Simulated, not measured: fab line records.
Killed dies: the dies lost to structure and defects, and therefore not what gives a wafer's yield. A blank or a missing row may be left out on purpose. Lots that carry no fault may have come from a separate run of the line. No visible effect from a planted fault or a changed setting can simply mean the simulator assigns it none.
What tool caused it?    flow n5 finfet    Sampling: 24 lots, 72 wafers, 4 of 1938 route steps

== WHAT THE GAUGES SHOWED, per wafer ==
N5_SD_ACTIVATION_RS_MEAS_03: a four-point-probe measurement. Usual: RS_SD_N 21.92 ohm/sq, standard deviation 0.28; RS_SD_P 56.1 ohm/sq, standard deviation 0.97.
lot   measured     on             RS_SD_N (ohm/sq)   RS_SD_P (ohm/sq)  flag
L074  day 3 12:10  film metro-01  21.54 21.79 21.71  54.8 55.0 55.8    
L075  day 3 16:11  film metro-02  22.00 22.04 21.57  56.9 55.9 55.7    
L076  day 3 21:41  film metro-02  21.20 21.75 21.22  55.2 55.8 54.6    
L077  day 4 04:37  film metro-02  21.81 21.66 21.77  56.5 57.0 57.5    
L078  day 4 11:26  film metro-02  21.97 21.96 21.83  56.5 56.8 56.0    
L079  day 4 17:49  film metro-01  22.39 21.99 21.69  55.0 55.5 55.9    
L080  day 5 01:53  film metro-01  21.97 21.50 21.91  54.7 55.8 55.1    
L081  day 5 05:10  film metro-01  21.82 21.73 21.96  56.8 56.7 57.1    
L082  day 5 12:41  film metro-02  21.76 21.67 21.74  56.1 55.9 56.5    
L083  day 5 17:52  film metro-01  21.63 21.45 21.73  58.0 57.2 57.8    
L084  day 5 21:29  film metro-02  21.85 22.18 21.95  55.9 55.6 55.8    
L085  day 6 04:59  film metro-02  22.26 22.20 22.13  55.3 56.1 56.6    
L086  day 6 09:48  film metro-01  21.89 22.50 22.19  56.0 55.4 55.1    
L087  day 6 15:29  film metro-01  22.12 22.02 21.77  56.5 56.9 56.4    
L088  day 6 21:56  film metro-02  21.94 21.96 22.08  56.9 57.1 56.8    
L089  day 7 04:16  film metro-02  22.30 22.45 22.37  55.3 56.0 55.6    
L090  day 7 09:34  film metro-02  22.20 22.28 22.40  58.1 59.0 58.8    
L091  day 7 17:17  film metro-02  22.16 22.22 21.86  55.0 55.8 55.7    
L092  day 7 22:42  film metro-02  21.33 21.70 21.72  56.3 57.8 55.8    
L093  day 8 06:50  film metro-02  22.06 22.25 22.18  56.1 55.7 56.7    
L094  day 8 10:44  film metro-02  22.08 22.27 22.00  55.8 56.4 55.3    
L095  day 8 15:07  film metro-02  21.78 21.84 21.78  56.0 54.9 55.1    
L096  day 9 05:19  film metro-01  22.37 21.68 22.31  55.9 54.7 56.0    
L097  day 9 11:22  film metro-02  21.77 21.86 21.42  55.4 55.0 54.8    

== WHAT TOOL EACH LOT RAN ON (gives the tool, then ch and the chambers of the sampled wafers, and finally the start) ==
lot   N5_SD_EPI_P_ETCH_37                N5_SD_EPI_P_ETCH_16                N5_SD_ACTIVATION_LSA_01
L074  rie diel-03 ch 1,2, day 3 06:07    rie diel-03 ch 1,2, day 3 06:38    laser anneal-01 ch 0, day 3 11:58
L075  rie diel-03 ch 0,2, day 3 12:06    rie diel-03 ch 0,2, day 3 12:37    laser anneal-02 ch 0, day 3 15:59
L076  rie diel-01 ch 0,1,3, day 3 17:37  rie diel-01 ch 0,1,3, day 3 18:08  laser anneal-01 ch 0, day 3 21:29
L077  rie diel-01 ch 0,1, day 4 00:30    rie diel-01 ch 0,1, day 4 01:02    laser anneal-02 ch 0, day 4 04:25
L078  rie diel-02 ch 0,2, day 4 07:11    rie diel-02 ch 0,2, day 4 07:42    laser anneal-01 ch 0, day 4 11:13
L079  rie diel-01 ch 0,1,2, day 4 13:41  rie diel-01 ch 0,1,2, day 4 14:13  laser anneal-02 ch 0, day 4 17:37
L080  rie diel-03 ch 2,3, day 4 21:45    rie diel-03 ch 2,3, day 4 22:17    laser anneal-01 ch 0, day 5 01:41
L081  rie diel-03 ch 1,2,3, day 5 01:05  rie diel-03 ch 1,2,3, day 5 01:37  laser anneal-02 ch 0, day 5 04:59
L082  rie diel-01 ch 0,1,3, day 5 08:37  rie diel-01 ch 0,1,3, day 5 09:08  laser anneal-01 ch 0, day 5 12:29
L083  rie diel-02 ch 1,3, day 5 13:32    rie diel-02 ch 1,3, day 5 14:04    laser anneal-02 ch 0, day 5 17:40
L084  rie diel-01 ch 1,2,3, day 5 17:22  rie diel-01 ch 1,2,3, day 5 17:53  laser anneal-01 ch 0, day 5 21:18
L085  rie diel-03 ch 1,3, day 6 00:53    rie diel-03 ch 1,3, day 6 01:25    laser anneal-02 ch 0, day 6 04:48
L086  rie diel-03 ch 0,2,3, day 6 05:44  rie diel-03 ch 0,2,3, day 6 06:16  laser anneal-01 ch 0, day 6 09:36
L087  rie diel-01 ch 1,2, day 6 11:23    rie diel-01 ch 1,2, day 6 11:54    laser anneal-02 ch 0, day 6 15:17
L088  rie diel-01 ch 1,2, day 6 17:50    rie diel-01 ch 1,2, day 6 18:22    laser anneal-01 ch 0, day 6 21:43
L089  rie diel-03 ch 0,1, day 7 00:04    rie diel-03 ch 0,1, day 7 00:35    laser anneal-02 ch 0, day 7 04:05
L090  rie diel-02 ch 0,1,3, day 7 05:29  rie diel-02 ch 0,1,3, day 7 06:00  laser anneal-01 ch 0, day 7 09:21
L091  rie diel-01 ch 0,1,2, day 7 13:07  rie diel-01 ch 0,1,2, day 7 13:39  laser anneal-02 ch 0, day 7 17:04
L092  rie diel-03 ch 0,1, day 7 18:36    rie diel-03 ch 0,1, day 7 19:07    laser anneal-01 ch 0, day 7 22:31
L093  rie diel-02 ch 0,2, day 8 01:34    rie diel-02 ch 0,2, day 8 02:05    laser anneal-02 ch 0, day 8 06:38
L094  rie diel-02 ch 0,1,2, day 8 05:49  rie diel-02 ch 0,1,2, day 8 06:21  laser anneal-01 ch 0, day 8 10:32
L095  rie diel-02 ch 0,1,2, day 8 11:02  rie diel-02 ch 0,1,2, day 8 11:34  laser anneal-02 ch 0, day 8 14:55
L096  rie diel-03 ch 0,1,2, day 9 00:23  rie diel-03 ch 0,1,2, day 9 00:54  laser anneal-01 ch 0, day 9 05:06
L097  rie diel-02 ch 0,3, day 9 06:16    rie diel-02 ch 0,3, day 9 06:48    laser anneal-02 ch 0, day 9 11:11
- N5_SD_EPI_P_ETCH_37: etches SOC in N2/H2, overetch 108 nm, time 486 s.
- N5_SD_EPI_P_ETCH_16: etches SiO2 in CHF3/O2, target depth 5 nm.
- N5_SD_ACTIVATION_LSA_01: time 0.0008 s.

== WHAT THE TOOLS THEMSELVES READ (means of the sampled wafers that have a number; where no wafer has one, the mark that the record gives instead) ==
N5_SD_EPI_P_ETCH_37. Usual: drypump motor current A 5.9 A, standard deviation 0.4; oes product au 0.69 a.u., standard deviation 0.068; rf vpp V 241.2 V, standard deviation 1.2; showerhead plenum p Torr 2.57 Torr, standard deviation 0.08; throttle valve pct 24.0 %, standard deviation 0.47.
lot   tool         drypump motor current A (A)  oes product au (a.u.)  rf vpp V (V)  showerhead plenum p Torr (Torr)  throttle valve pct (%)  flag
L074  rie diel-03  5.9                          0.68                   241.3         2.53                             23.9                    
L075  rie diel-03  6.2                          0.70                   241.9         2.60                             23.3                    
L076  rie diel-01  5.7                          0.65                   240.8         2.56                             23.8                    
L077  rie diel-01  5.3                          0.66                   241.7         2.60                             23.7                    
L078  rie diel-02  6.0                          0.67                   241.7         2.65                             24.3                    
L079  rie diel-01  5.4                          0.71                   241.0         2.59                             24.1                    
L080  rie diel-03  6.5                          0.74                   241.3         2.58                             23.4                    
L081  rie diel-03  6.2                          0.73                   241.7         2.58                             23.7                    
L082  rie diel-01  5.7                          0.64                   241.2         2.56                             23.8                    
L083  rie diel-02  5.7                          0.65                   240.3         2.45                             24.3                    
L084  rie diel-01  5.8                          0.68                   240.8         2.54                             24.1                    
L085  rie diel-03  6.3                          0.78                   241.4         2.64                             23.7                    
L086  rie diel-03  6.4                          0.73                   241.3         2.62                             23.4                    
L087  rie diel-01  5.5                          0.73                   240.8         2.57                             24.4                    
L088  rie diel-01  5.5                          0.73                   241.7         2.57                             24.4                    
L089  rie diel-03  5.8                          0.67                   240.6         2.56                             23.9                    
L090  rie diel-02  5.8                          0.63                   240.6         2.52                             24.4                    
L091  rie diel-01  5.4                          0.68                   241.3         2.58                             24.1                    
L092  rie diel-03  6.0                          0.67                   241.4         2.59                             23.6                    
L093  rie diel-02  6.0                          0.65                   241.6         2.64                             24.3                    
L094  rie diel-02  5.9                          0.64                   240.5         2.56                             24.2                    
L095  rie diel-02  5.9                          0.64                   240.8         2.56                             24.3                    
L096  rie diel-03  6.1                          0.66                   240.9         2.55                             23.6                    
L097  rie diel-02  5.8                          0.61                   240.1         2.54                             24.5                    

N5_SD_EPI_P_ETCH_16. Usual: O2_flow_sccm 5.001 sccm, standard deviation 0.014; drypump motor current A 5.9 A, standard deviation 0.4; oes_f_703_au 0.77 a.u., standard deviation 0.071; oes product au 0.76 a.u., standard deviation 0.078; rf vpp V 520 V, standard deviation 17; showerhead plenum p Torr 2.44 Torr, standard deviation 0.07; throttle valve pct 18.92 %, standard deviation 0.2.
lot   tool         O2_flow_sccm (sccm)  drypump motor current A (A)  oes_f_703_au (a.u.)  oes product au (a.u.)  rf vpp V (V)  showerhead plenum p Torr (Torr)  throttle valve pct (%)  flag
L074  rie diel-03  5.003                5.9                          0.76                 0.76                   520           2.41                             18.98                   
L075  rie diel-03  4.996                6.2                          0.77                 0.76                   517           2.47                             18.70                   
L076  rie diel-01  5.019                5.7                          0.75                 0.71                   506           2.42                             18.83                   
L077  rie diel-01  4.990                5.3                          0.78                 0.75                   504           2.47                             18.79                   
L078  rie diel-02  5.003                6.0                          0.76                 0.76                   531           2.50                             18.99                   
L079  rie diel-01  4.998                5.4                          0.81                 0.79                   514           2.45                             18.86                   
L080  rie diel-03  4.983                6.5                          0.82                 0.82                   532           2.46                             18.77                   
L081  rie diel-03  4.998                6.2                          0.82                 0.81                   525           2.45                             18.86                   
L082  rie diel-01  5.015                5.7                          0.74                 0.70                   507           2.42                             18.84                   
L083  rie diel-02  5.017                5.7                          0.74                 0.72                   515           2.34                             19.19                   
L084  rie diel-01  4.986                5.8                          0.77                 0.75                   516           2.39                             18.90                   
L085  rie diel-03  4.994                6.3                          0.86                 0.86                   522           2.50                             18.79                   
L086  rie diel-03  4.990                6.4                          0.81                 0.81                   522           2.49                             18.72                   
L087  rie diel-01  4.995                5.5                          0.83                 0.82                   521           2.42                             18.94                   
L088  rie diel-01  4.995                5.5                          0.83                 0.82                   521           2.42                             18.92                   
L089  rie diel-03  4.997                5.8                          0.75                 0.74                   512           2.42                             18.97                   
L090  rie diel-02  4.992                5.8                          0.72                 0.70                   532           2.38                             19.15                   
L091  rie diel-01  5.003                5.4                          0.79                 0.76                   512           2.44                             18.90                   
L092  rie diel-03  4.985                6.0                          0.75                 0.74                   510           2.46                             18.84                   
L093  rie diel-02  4.994                6.0                          0.73                 0.74                   530           2.49                             19.02                   
L094  rie diel-02  5.008                5.9                          0.73                 0.71                   522           2.42                             19.07                   
L095  rie diel-02  5.000                5.9                          0.73                 0.72                   523           2.42                             19.07                   
L096  rie diel-03  5.020                6.1                          0.74                 0.73                   517           2.42                             18.90                   
L097  rie diel-02  4.999                5.8                          0.68                 0.69                   547           2.39                             19.24                   

N5_SD_ACTIVATION_LSA_01. Usual: wafer_temp_C_max at 1084.0, with a standard deviation of 0.85.
lot   tool             wafer_temp_C_max  flag
L074  laser anneal-01  1084.1            
L075  laser anneal-02  1083.4            
L076  laser anneal-01  1084.2            
L077  laser anneal-02  1084.7            
L078  laser anneal-01  1084.2            
L079  laser anneal-02  1083.7            
L080  laser anneal-01  1083.8            
L081  laser anneal-02  1083.9            
L082  laser anneal-01  1084.0            
L083  laser anneal-02  1084.2            
L084  laser anneal-01  1083.3            
L085  laser anneal-02  1084.6            
L086  laser anneal-01  1084.0            
L087  laser anneal-02  1083.8            
L088  laser anneal-01  1083.6            
L089  laser anneal-02  1084.6            
L090  laser anneal-01  1084.6            
L091  laser anneal-02  1084.3            
L092  laser anneal-01  1083.0            
L093  laser anneal-02  1083.7            
L094  laser anneal-01  1082.8            
L095  laser anneal-02  1083.9            
L096  laser anneal-01  1083.2            
L097  laser anneal-02  1082.7            

== THE ANSWER, worked out from the rows above alone ==
Rule: lot off if the mean of its wafers having a number is beyond 3 standard deviations from the usual mean. A lot without any number at a reading at which 4 lots or more have one is off too. All remaining lots with rows at the step are treated as sound. After the gauges, taken in route order, come the tools' own readings; for these a lot's mean is taken, as printed above. The first step at which some lot is off is used, and at that step the reading that is off furthest; a lot without a number counts as furthest.
None of the lots is off at any reading shown; this tells nothing.

== WHAT THE SIMULATOR PUT IN ==
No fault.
